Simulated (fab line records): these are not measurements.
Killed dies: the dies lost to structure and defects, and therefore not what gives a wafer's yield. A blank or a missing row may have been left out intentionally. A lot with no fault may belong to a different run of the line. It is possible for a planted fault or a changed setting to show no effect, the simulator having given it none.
Struck lot and sound lot, side by side :: flow n5Finfet :: 35 out of 1938 route steps
Sound: the wafers L959.1, L959.3, L959.4. Wafers struck: L974.2, L974.5, L974.6. Last of all comes the cause.
At each step with rows: each side's tool, then ch and its chambers, then its first start. Under that, the readings that differ: sound wafers :: struck wafers :: difference of the means :: sigmas: that difference in standard deviations of wafers without a fault.
alike: same words and numbers on both sides, and readings whose means sit less than 2 such deviations apart. not compared: any withheld reading, any reading some wafer has no value for, any bound like >300 that may hide the same value, and any number with overlapping values for which the record gives no deviation.
Wherever a step has rows on one side only, a row that says differs or no value, or a row with sigmas, the two part there. Non-overlapping numbers with no deviation appear without sigmas and do not part them. Lack of a reading on every wafer of one side parts them only where that side has two or more wafers.

first, 9 steps without rows for these wafers: N5_WELL_APT_HARDBAKE_12 (time 120 s); N5_WELL_APT_DESCUM_13 (chemistry O2, time 7.9 s); N5_WELL_APT_IMPLANT_14; N5_WELL_APT_IMPLANT_15; N5_WELL_APT_STRIP_16 (strips in SPM, time 900 s); N5_WELL_APT_HMDS_18 (time 60 s); N5_WELL_APT_COAT_19 (resist thk 950 nm); N5_WELL_APT_EBR_21; N5_WELL_APT_SOFTBAKE_20 (time 60 s).
N5_WELL_APT_EXPOSE_22: exposes mask PWELL, defocus 0 nm, target cd 200 nm.
  sound on krfScanner-02 ch 0, day 2 08:39; struck on krfScanner-02 ch 0, day 6 03:39
reading: exposureDoseMJCm2
sound: 23.124 23.162 23.142
struck: 24.071 24.074 24.023
difference: +0.913
sigmas: +42
  alike: mask
then, 3 steps without rows for these wafers: N5_WELL_APT_PEB_23 (peb time 90 s); N5_WELL_APT_DEVELOP_24 (develop time 45 s); N5_WELL_APT_HARDBAKE_29 (time 120 s).
N5_WELL_APT_CD_MEAS_25: the cd target is 200 nm.
  sound on cdSem-01 ch 0, day 2 08:50; struck on cdSem-03 ch 0, day 6 03:49
reading: cdNm (nm)
sound: 196.9 196.1 195.3
struck: 155.6 186.3 154.8
difference: -30.5
sigmas: -14
N5_WELL_APT_DESCUM_30: chemistry O2, time 7.9 s.
  sound on rieDiel-05 ch 0,1,2, day 2 08:55; struck on rieDiel-05 ch 2,3, day 6 03:55
reading: model.WELL_APT.cdNm (nm)
sound: 197.1 196.1 195.4
struck: 155.4 186.6 154.6
difference: -30.7
sigmas: 
  alike: biasPowerW, drypumpMotorCurrentA, oesProductAu, rfVppV, showerheadPlenumPTorr, throttleValvePct
  not compared: rfHoursCounterH
then, 18 steps without rows for these wafers: N5_WELL_APT_IMPLANT_31; N5_WELL_APT_IMPLANT_32; N5_WELL_APT_STRIP_33 (strips in SPM, time 900 s); N5_WELL_APT_RTA_34 (time 10 s); N5_WELL_APT_OXIDE_STRIP_42 (strips SiO2 in dHF, time 45 s, target depth 12 nm); N5_WELL_APT_PRECLEAN_36 (cleans in O3/DIW, time 45 s); N5_WELL_APT_PRECLEAN_39 (cleans in dHF, time 60 s); N5_WELL_APT_SRD_37 (time 30 s); N5_WELL_APT_EPI_41 (deposits Si from SiH4/H2, target thk 50 nm, time 297.7 s); N5_PMOS_HMC_CHANNEL_EPI_HM_DEP_34 (deposits SiO2 from TEOS/O2, target thk 36 nm, time 6.9 s); N5_PMOS_HMC_CHANNEL_EPI_COAT_31 (time 60 s, resist thk 66 nm); N5_PMOS_HMC_CHANNEL_EPI_COAT_03 (resist thk 205 nm); N5_PMOS_HMC_CHANNEL_EPI_EBR_05; N5_PMOS_HMC_CHANNEL_EPI_SOFTBAKE_04 (time 60 s); N5_PMOS_HMC_CHANNEL_EPI_EXPOSE_06 (exposes mask PMOS HMC BLK, target cd 240 nm); N5_PMOS_HMC_CHANNEL_EPI_PEB_07 (peb time 60 s); N5_PMOS_HMC_CHANNEL_EPI_DEVELOP_08 (develop time 30 s); N5_PMOS_HMC_CHANNEL_EPI_DESCUM_14 (chemistry O2, time 7.9 s).
-- record jumps: 6 days separate the struck wafers' starts on either side; left off in module PMOS_HMC_CHANNEL_EPI, taken up again in module BEOL_M4, whose first shown step is the route's number 1111 --
N5_BEOL_M4_RC_MEAS_101:
  sound on prober-02 ch 0, day 8 14:29; struck on prober-02 ch 0, day 12 13:40
  alike: DIBL_N, DIBL_P, IOFF_N, IOFF_P, ION_N, ION_P, SS_N, SS_P, VT_N, VT_P
-- a jump in the record: the struck wafers' starts before and after are 4 days apart (it breaks off in module BEOL_M4 and resumes in module PASSIVATION, where the first step shown is number 1936 of the route) --
N5_PASSIVATION_PROBE_49:
  sound on prober-01 at day 12 20:50; struck on prober-01 at day 16 16:34
reading: defectLimitedYield (%)
sound: 89.3 92.9 92.1
struck: 6.5 92.1 3.5
difference: -57.4
sigmas: -38

reading: killedAtFrontEnd
sound: 58 37 39
struck: 1045 30 1071
difference: +671
sigmas: +56

reading: killedDies
sound: 126 84 93
struck: 1103 93 1139
difference: +677
sigmas: +38

reading: killedOnRim
sound: 10 14 14
struck: 152 12 152
difference: +93
sigmas: +22

reading: sort_bin_5_function (%)
sound: 5.8 4.7 4.5
struck: 89.1 4.4 93.1
difference: +57.2
sigmas: +52

reading: sortNPass
sound: 1054 1096 1087
struck: 77 1087 41
difference: -677
sigmas: -38

reading: sortYieldPct (%)
sound: 89.3 92.9 92.1
struck: 6.5 92.1 3.5
difference: -57.4
sigmas: -38
  alike: killed_at_M0_to_M3, killed_at_M4_up, killedAtContacts, killedAtOther, killedOpen, killedShort, sort_bin_6_memory

## WHERE THEY PART
Last at N5_PASSIVATION_PROBE_49 as far as this record goes, first at N5_WELL_APT_EXPOSE_22.

WHY: the cause the simulator had injected
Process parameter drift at N5_WELL_APT_EXPOSE_22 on krfScanner-02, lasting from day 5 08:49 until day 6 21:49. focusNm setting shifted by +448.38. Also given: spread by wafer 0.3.
